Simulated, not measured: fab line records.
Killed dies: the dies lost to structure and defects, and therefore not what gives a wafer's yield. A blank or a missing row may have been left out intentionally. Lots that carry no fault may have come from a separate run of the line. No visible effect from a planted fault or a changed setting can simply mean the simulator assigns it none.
fab line records	flow n5Finfet
[record] lots = 11	wafers = 31	lastDay = 18
route steps=1938 shown BEOL_M15@1774 PASSIVATION@1936
lots with no fault: from the same line, run without faults
startH: hours from the record's opening day to when the first of the lot's shown wafers began	waitH: hours from the lot's prior step to this one	" the same as in the row above	L1.1+2: one row covering several wafers at once	- no value, or no start was given	* or withheld: withheld	< > ~ a bound
route shown NAME@n: a module of which the file shows steps, and the number in the route of the first	usual: the fault-free wafers' mean and standard deviation	same: alike in all rows	chamber/n: place in a boat	sites: readings site by site	_std_site: standard deviation of those values	_edge_site: the outer-site mean with the inner-site mean subtracted	radiusMm: for every site, how far away it sits from the centre of the wafer	mask NAME#n: copy n	behind: the most recent tool/chamber to have shaped the wafer	hold: why the lot was held/for how many hours/how that ended	device: whichever transistor did not switch (one of n, p or np)	end of line: tests run on the same wafers once the route is complete	for a step that has no rows: nothing shown but its recipe	killed: dies lost to structure and defects at the first sort, not the wafer's yield	map: shows each die of a wafer: x if killed, . if not, _ if none is there
set.NAME: the setting the step ran with; set.NAME@STEP: the setting that earlier step ran with	model.NAME: the simulator's own value behind a step, which no gauge read
a sample of lots followed through the steps of the route, with each step as a table and each wafer as a row
services: a tool's chamber out of use, with start hour (startH, from the record's first day; less than 0 if before it), hours out, and reason
[[steps]]
[step N5_BEOL_M15_THK_MEAS_01]
[recipe] reads = SiO2_of_BEOL_M15_ILD_DEP_00
[usual] M15_ILD_THK = 1621/21
lot.wafer	tool	chamber	startH	waitH	M15_ILD_THK[nm]
L291.1	filmMetro-02	-	258.04	0.1	1605
L291.2	"	-	"	"	1614
L291.5	"	-	"	"	1647
L293.3	filmMetro-02	-	270.47	0.1	1607
L293.5	"	-	"	"	1624
L293.6	"	-	"	"	1646
L292.1	filmMetro-01	-	270.79	0.1	1658
L292.2	"	-	"	"	1627
L292.3	"	-	"	"	1640
L302.2	filmMetro-02	-	331.60	0.3	1603
L302.3	"	-	"	"	1604
L300.1	filmMetro-01	-	331.96	0.2	1553
L300.5	"	-	"	"	1609
L303.2	filmMetro-01	-	338.59	0.3	1593
L303.5	"	-	"	"	1631
L303.6	"	-	"	"	1623
L305.1	filmMetro-02	-	349.71	0.1	1638
L305.2	"	-	"	"	1624
L305.3	"	-	"	"	1640
L304.2	filmMetro-02	-	357.66	0.1	1610
L304.3	"	-	"	"	1588
L304.6	"	-	"	"	1634
L307.1	filmMetro-01	-	371.32	0.1	1573
L307.4	"	-	"	"	1621
L307.6	"	-	"	"	1601
L309.1	filmMetro-02	-	386.72	0.1	1585
L309.2	"	-	"	"	1616
L309.5	"	-	"	"	1645
L311.2	filmMetro-01	-	396.05	0.1	1633
L311.4	"	-	"	"	1636
L311.6	"	-	"	"	1641
[step N5_BEOL_M15_INSPECT_12]
[recipe] mode = adi	inspectInstrument = macro
[usual] rawDefectCount = 2.0/1.5
lot.wafer	tool	chamber	startH	waitH	rawDefectCount
L291.1	defectInspect-01	-	258.40	0.0	3
L291.2	"	-	"	"	0
L291.5	"	-	"	"	5
L293.3	defectInspect-01	-	270.95	0.0	3
L293.5	"	-	"	"	2
L293.6	"	-	"	"	1
L292.1	defectInspect-02	-	271.15	0.0	3
L292.2	"	-	"	"	2
L292.3	"	-	"	"	2
L302.2	defectInspect-02	-	331.96	0.0	2
L302.3	"	-	"	"	0
L300.1	defectInspect-01	-	332.32	0.0	4
L300.5	"	-	"	"	2
L303.2	defectInspect-01	-	338.95	0.0	2
L303.5	"	-	"	"	3
L303.6	"	-	"	"	3
L305.1	defectInspect-02	-	350.07	0.0	4
L305.2	"	-	"	"	0
L305.3	"	-	"	"	0
L304.2	defectInspect-02	-	358.02	0.0	2
L304.3	"	-	"	"	2
L304.6	"	-	"	"	0
L307.1	defectInspect-02	-	371.68	0.0	1
L307.4	"	-	"	"	0
L307.6	"	-	"	"	3
L309.1	defectInspect-02	-	387.08	0.0	4
L309.2	"	-	"	"	1
L309.5	"	-	"	"	5
L311.2	defectInspect-01	-	396.41	0.0	1
L311.4	"	-	"	"	3
L311.6	"	-	"	"	0
[step N5_BEOL_M15_STRIP_63]
[recipe] chemistry = O2	powerW = 600	tempC = 60	pressureMtorr = 30	rfFrequencyHz = 6e+07	biasPowerW = 0	overashFraction = 0.3	o2FlowSccm = 225
[usual] drypumpMotorCurrentA = 5.7/0.46	oesProductAu = 0.75/0.087	rfVppV = 3.7/0.75	showerheadPlenumPTorr = 2.09/0.072	throttleValvePct = 16.74/0.2
lot.wafer	tool	chamber	startH	waitH	drypumpMotorCurrentA	oesProductAu	rfHoursCounterH	rfVppV	showerheadPlenumPTorr	throttleValvePct
L291.1	rieDiel-05	1	-	-	5.7	0.70	197	3.2	2.00	17.14
L291.2	"	0	"	"	5.9	0.82	97	4.6	2.19	16.65
L291.5	"	2	"	"	5.6	0.71	-	4.7	2.15	16.71
L293.3	rieDiel-02	3	-	-	5.9	0.67	226	4.6	1.99	16.81
L293.5	"	0	"	"	5.7	0.72	-	2.8	2.09	16.63
L293.6	"	1	"	"	6.1	0.71	-	3.4	2.17	16.77
L292.1	rieDiel-01	3	-	-	5.0	0.70	221	5.4	2.01	16.84
L292.2	"	0	"	"	6.0	0.77	175	4.9	2.02	17.02
L292.3	"	1	"	"	6.5	0.87	67	4.6	2.12	16.53
L302.2	rieDiel-02	3	-	-	5.9	0.67	244	4.4	1.99	16.86
L302.3	"	0	"	"	5.8	0.71	208	2.3	2.08	16.68
L300.1	rieDiel-02	2	-	-	4.9	0.69	231	3.8	2.05	16.60
L300.5	"	2	"	"	5.0	0.70	-	3.5	2.05	16.61
L303.2	rieDiel-05	0	-	-	5.9	0.79	122	3.6	2.18	16.74
L303.5	"	3	"	"	5.6	0.92	-	5.1	2.16	16.41
L303.6	"	0	"	"	5.9	0.79	-	4.3	2.18	16.73
L305.1	rieDiel-01	2	-	-	6.0	0.68	236	3.8	2.13	16.86
L305.2	"	3	"	"	5.0	0.69	245	3.4	2.00	16.88
L305.3	"	0	"	"	6.0	0.73	202	3.2	2.02	17.08
L304.2	rieDiel-02	0	-	-	5.7	0.70	216	4.7	2.08	16.69
L304.3	"	2	"	"	5.0	0.71	240	4.8	2.05	16.64
L304.6	"	1	"	"	6.2	0.68	-	3.1	2.16	16.83
L307.1	rieDiel-05	1	-	-	5.7	0.69	229	3.3	1.99	17.22
L307.4	"	2	"	"	5.6	0.90	-	4.4	2.14	16.28
L307.6	"	3	"	"	5.6	0.89	-	3.3	2.15	16.42
L309.1	rieDiel-02	3	-	-	5.9	0.96	6	2.9	2.25	16.50
L309.2	"	0	"	"	5.7	0.69	224	3.1	2.07	16.69
L309.5	"	1	"	"	6.2	0.69	-	4.1	2.15	16.84
L311.2	rieDiel-01	0	-	-	6.0	0.73	216	3.6	2.01	17.12
L311.4	"	0	"	"	6.0	0.72	-	4.2	2.01	17.09
L311.6	"	3	"	"	5.0	0.97	-	4.4	2.26	16.40
[step N5_BEOL_M15_ETCH_57]
[recipe] chemistry = N2/H2	target = SOC	sourceW = 3000	biasW = 350	timeS = 750	ionEnergyEv = 200	pressureMtorr = 30	n2FlowSccm = 200	h2FlowSccm = 200
[usual] drypumpMotorCurrentA = 5.8/0.41	oesProductAu = 0.75/0.088	rfVppV = 523.9/2.8	showerheadPlenumPTorr = 2.54/0.096	throttleValvePct = 17.85/0.21
lot.wafer	tool	chamber	startH	waitH	drypumpMotorCurrentA	oesProductAu	rfHoursCounterH	rfVppV	showerheadPlenumPTorr	throttleValvePct
L291.1	rieDiel-01	1	259.04	-	6.5	0.87	64	524.5	2.59	17.78
L291.2	"	2	"	"	6.0	0.69	208	526.9	2.62	17.91
L291.5	"	3	"	"	5.0	0.69	-	520.0	2.42	17.98
L293.3	rieDiel-01	2	271.60	-	6.0	0.70	212	525.7	2.62	17.91
L293.5	"	0	"	"	6.1	0.76	-	520.1	2.42	17.92
L293.6	"	3	"	"	5.0	0.70	-	519.5	2.42	17.99
L292.1	rieDiel-05	0	271.95	-	5.9	0.81	100	526.8	2.66	17.72
L292.2	"	1	"	"	5.7	0.70	200	522.4	2.41	18.26
L292.3	"	3	"	"	5.6	0.69	244	524.9	2.62	17.94
L302.2	rieDiel-05	3	332.59	-	5.6	0.92	10	525.5	2.61	17.52
L302.3	"	2	"	"	5.6	0.95	1	526.8	2.61	17.34
L300.1	rieDiel-01	1	333.00	-	6.5	0.84	88	522.4	2.58	17.84
L300.5	"	1	"	"	6.5	1.20	-	522.9	2.58	17.82
L303.2	rieDiel-05	2	339.59	-	5.6	0.95	2	526.7	2.60	17.35
L303.5	"	3	"	"	5.6	0.92	-	525.0	2.61	17.52
L303.6	"	2	"	"	5.6	0.95	-	526.4	2.60	17.34
L305.1	rieDiel-02	3	350.71	-	5.9	0.66	250	520.1	2.41	18.05
L305.2	"	1	"	"	6.2	0.68	238	525.2	2.58	17.68
L305.3	"	2	"	"	4.9	0.69	236	522.7	2.50	17.78
L304.2	rieDiel-02	0	358.68	-	5.8	0.70	216	522.6	2.51	17.73
L304.3	"	1	"	"	6.2	0.68	242	526.0	2.58	17.66
L304.6	"	2	"	"	5.0	0.68	-	522.1	2.50	17.79
L307.1	rieDiel-05	2	372.31	-	5.7	0.91	11	526.2	2.60	17.37
L307.4	"	2	"	"	5.6	0.91	-	523.9	2.60	17.38
L307.6	"	3	"	"	5.6	0.90	-	525.9	2.61	17.55
L309.1	rieDiel-02	1	387.72	-	6.2	0.67	250	526.1	2.58	17.68
L309.2	"	3	"	"	5.9	0.94	6	529.4	2.73	17.70
L309.5	"	3	"	"	5.9	0.95	-	528.0	2.73	17.70
L311.2	rieDiel-02	2	397.14	-	5.0	0.69	253	523.2	2.50	17.82
L311.4	"	0	"	"	5.7	0.69	-	522.7	2.50	17.76
L311.6	"	3	"	"	5.9	0.93	-	529.3	2.73	17.71
[step N5_PASSIVATION_PROBE_49]
[usual] defectLimitedYield = 91.0/1.3	killed_at_M0_to_M3 = 36/9.5	killed_at_M4_up = 14/5.6	killedAtContacts = 12/6.4	killedAtFrontEnd = 40/10	killedAtOther = 3.2/3	killedDies = 107/15	killedOpen = 69/12	killedShort = 35/7.7	sort_bin_5_function = 5.3/0.91	sort_bin_6_memory = 3.3/0.65	sort_bin_8_speed = 0.00/0.012	sortNPass = 1073/15	sortYieldPct = 91.0/1.3
[same] grossDies = 1180	killedAtBackSide = 0	sort_bin_4_leakage[%] = 0
lot.wafer	tool	chamber	startH	waitH	defectLimitedYield[%]	killed_at_M0_to_M3	killed_at_M4_up	killedAtContacts	killedAtFrontEnd	killedAtOther	killedDies	killedOpen	killedShort	sort_bin_5_function[%]	sort_bin_6_memory[%]	sort_bin_8_speed[%]	sortNPass	sortYieldPct[%]
L293.3	prober-02	-	291.84	0.1	92.3	28	10	8	39	6	91	68	22	4.9	2.7	0	1089	92.3
L293.5	prober-02	-	291.94	0.2	88.4	33	11	26	58	9	137	92	40	5.6	5.4	0	1043	88.4
L293.6	prober-02	-	291.99	0.3	91.0	29	13	20	39	5	106	71	33	5.4	3.3	0	1074	91.0
L300.1	prober-01	-	354.68	0.0	91.1	28	12	8	51	6	105	63	38	4.7	3.6	0	1075	91.1
L300.5	prober-01	-	354.88	0.2	90.2	40	5	12	56	3	116	71	43	5.5	4.0	0	1064	90.2
L305.1	prober-01	-	381.91	0.0	91.9	32	15	15	30	3	95	57	36	4.3	3.1	0	1085	91.9
L305.2	prober-01	-	381.96	0.1	88.6	51	16	14	50	3	134	95	37	6.9	4.2	0	1046	88.6
L305.3	prober-01	-	382.01	0.1	90.1	54	12	21	25	5	117	87	28	5.6	4.2	0	1063	90.1
// killed by level:class
L293.3 STI_FIN_REVEAL:geometricParticle:open=14 BEOL_M3:geometricParticle:open=8 MOL_CONTACT_COAG:geometricParticle:open=7 BEOL_M2:geometricParticle:open=7 BEOL_M4:geometricParticle:open=6 ILD0:geometricParticle:open=3 GATE_CUT:geometricParticle:short=3 GATE_CUT:geometricParticle:open=3
L293.5 STI_FIN_REVEAL:geometricParticle:open=21 MOL_CONTACT_COAG:geometricParticle:open=21 FIN_SAQP:geometricParticle:short=10 BEOL_M2:geometricParticle:open=9 BEOL_M1:geometricParticle:open=7 BEOL_M0_SAQP:geometricParticle:open=6 MOL_CONTACT_COAG:geometricParticle:short=5 HKMG_FIN:areaEtch=5
L293.6 MOL_CONTACT_COAG:geometricParticle:open=18 STI_FIN_REVEAL:geometricParticle:open=9 FIN_SAQP:geometricParticle:open=8 GATE_CUT:geometricParticle:short=6 BEOL_M2:geometricParticle:open=6 BEOL_M0_SAQP:geometricParticle:open=5 BEOL_M3:geometricParticle:open=5 BEOL_M1:geometricParticle:open=4
L300.1 STI_FIN_REVEAL:geometricParticle:open=14 BEOL_M0_SAQP:geometricParticle:short=9 FIN_SAQP:geometricParticle:short=8 FIN_SAQP:geometricParticle:open=7 BEOL_M0_SAQP:geometricParticle:open=7 STI_FIN_REVEAL:geometricParticle:short=5 MOL_CONTACT_COAG:geometricParticle:open=5 BEOL_M3:geometricParticle:open=4
L300.5 BEOL_M0_SAQP:geometricParticle:open=14 FIN_SAQP:geometricParticle:short=11 MOL_CONTACT_COAG:geometricParticle:open=10 GATE_CUT:geometricParticle:short=9 BEOL_M0_SAQP:geometricParticle:short=9 BEOL_M3:geometricParticle:open=8 FIN_SAQP:geometricParticle:open=7 STI_FIN_REVEAL:geometricParticle:open=7
L305.1 MOL_CONTACT_COAG:geometricParticle:open=10 FIN_SAQP:geometricParticle:open=8 BEOL_M3:geometricParticle:open=8 BEOL_M0_SAQP:geometricParticle:open=6 FIN_SAQP:geometricParticle:short=5 SPACER0:geometricParticle:short=5 MOL_CONTACT_COAG:geometricParticle:short=5 BEOL_M2:geometricParticle:short=4
L305.2 STI_FIN_REVEAL:geometricParticle:open=11 BEOL_M1:geometricParticle:open=10 FIN_SAQP:geometricParticle:open=9 BEOL_M2:geometricParticle:open=9 BEOL_M0_SAQP:geometricParticle:open=9 MOL_CONTACT_COAG:geometricParticle:open=8 BEOL_M0:geometricParticle:open=7 GATE_CUT:geometricParticle:short=6
L305.3 MOL_CONTACT_COAG:geometricParticle:open=20 BEOL_M1:geometricParticle:open=13 BEOL_M0_SAQP:geometricParticle:open=12 BEOL_M2:geometricParticle:open=10 BEOL_M0_SAQP:geometricParticle:short=9 BEOL_M5:geometricParticle:open=4 FIN_SAQP:geometricParticle:open=3 DUMMY_GATE:geometricParticle:open=3
[[services]]
tool	chamber	startH	hours	kind
rieDiel-05	3	291.67	-	clean
rieDiel-05	3	291.67	-	consumableReplace:focusRing
rieDiel-05	2	312.84	-	clean
rieDiel-05	2	312.84	-	consumableReplace:focusRing
rieDiel-05	2	312.84	16.0	scheduledDown
rieDiel-05	2	312.84	16.0	ventCycle
rieDiel-02	3	351.18	-	clean
rieDiel-02	3	351.18	-	consumableReplace:focusRing
rieDiel-02	3	351.18	-	consumableReplace:showerhead
rieDiel-02	3	351.18	16.0	scheduledDown
rieDiel-02	3	351.18	16.0	ventCycle
rieDiel-05	0	365.70	8.6	repair
rieDiel-01	3	374.08	-	clean
rieDiel-01	3	374.08	-	consumableReplace:focusRing
rieDiel-01	3	374.08	-	consumableReplace:showerhead
rieDiel-01	3	374.08	19.6	scheduledDown
rieDiel-01	3	374.08	19.6	ventCycle
rieDiel-02	1	388.20	-	clean
rieDiel-02	1	388.20	-	consumableReplace:focusRing
rieDiel-02	1	388.20	15.5	scheduledDown
rieDiel-02	1	388.20	15.5	ventCycle
rieDiel-01	2	395.59	-	clean
rieDiel-01	2	395.59	-	consumableReplace:focusRing
rieDiel-01	2	395.59	18.0	scheduledDown
[[key]]
[firstSign] step = N5_BEOL_M15_ETCH_57	reading = oesProductAu	direction = up	sigmas = 5.1	usual = 0.75	struck = 1.20
effect none on later readings
metAt N5_BEOL_M15_ETCH_57
struckLots L300
struckWafers L300.5
notActingAt N5_BEOL_M15_THK_MEAS_01,N5_BEOL_M15_INSPECT_12,N5_BEOL_M15_STRIP_63
onsetBetween 271.60 333.00
[fault] kind = processParameterDrift	tool = rieDiel-01	chamber = -	onsetH = 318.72	steps = N5_BEOL_M15_ETCH_57	channel = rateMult	offset = 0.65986	shape = step	endH = 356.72	scope = struckWafersOnly
